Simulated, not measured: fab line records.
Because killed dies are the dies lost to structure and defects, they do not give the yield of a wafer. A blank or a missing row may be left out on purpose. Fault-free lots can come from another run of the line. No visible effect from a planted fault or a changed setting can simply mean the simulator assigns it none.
The same fault as seen by 2 desks ; flow nandHarc ; every desk sees just its own numbers, and what lay behind them comes last

## AT THE METROLOGY DESK
Means of the sampled wafers that have a number, per lot and without regard to the tool the lot ran on: this is what the gauges read. Marked OUT: a lot whose mean sits more than 4 standard deviations from the usual mean, which makes it out of limits; the brackets give that distance.
Columns: A = overlayXNm at NHARC_HYBRID_BOND_OVL_MEAS_05, usual -3 nm; B = overlayYNm at NHARC_HYBRID_BOND_OVL_MEAS_05, usual 6 nm; C = thkNm at NHARC_THIN_TSV_THK_MEAS_02, usual 3001 nm
lot;first seen here;A;B;C
L632;day 19 09:14;-14;20;3043
L635;day 19 09:14;-27;-30;3186
L633;day 19 17:37;30;28;2764
L637;day 19 17:37;-19;-18;3047
L636;day 20 01:02;1;10;2801
L634;day 20 01:04;-42;-22;2975
L638;day 20 20:09;8;43;3122
L640;day 21 00:17;5;12;2866
L642;day 21 00:17;-31;14;3270
L639;day 21 07:07;-7;-8;3019
L651;day 24 00:32;-35;19;3188
L652;day 24 05:50;7;-2;2910
L653;day 24 13:50;20;36;2978
This desk's finding: nothing out of limits on any of the 13 lots.

## TOOL OWNER'S DESK, pecvd-01
The tool's own readings at NHARC_A_STAIRCASE_DEP_151 (deposits SiO2, target thk 3800 nm): means of the sampled wafers that have a number, for each lot that ran on this tool. Marked OUT: a lot whose mean sits more than 4 standard deviations from the usual mean, which makes it out of limits; the brackets give that distance.
Columns: A = heaterPowerW at NHARC_A_STAIRCASE_DEP_151, usual 652 W
lot;first seen here;A
L632;day 13 03:38;591
L634;day 13 18:33;618
L637;day 13 23:05;647
L638;day 15 03:47;642
L640;day 15 07:53;622
L653;day 18 07:36;644
This desk's finding: nothing out of limits on any of the 6 lots.

## BROUGHT TOGETHER
Nothing out of limits was seen by the metrology desk.
Nothing out of limits was seen by the tool owner's desk.

## WHAT HAD BEEN PUT IN BY THE SIMULATOR
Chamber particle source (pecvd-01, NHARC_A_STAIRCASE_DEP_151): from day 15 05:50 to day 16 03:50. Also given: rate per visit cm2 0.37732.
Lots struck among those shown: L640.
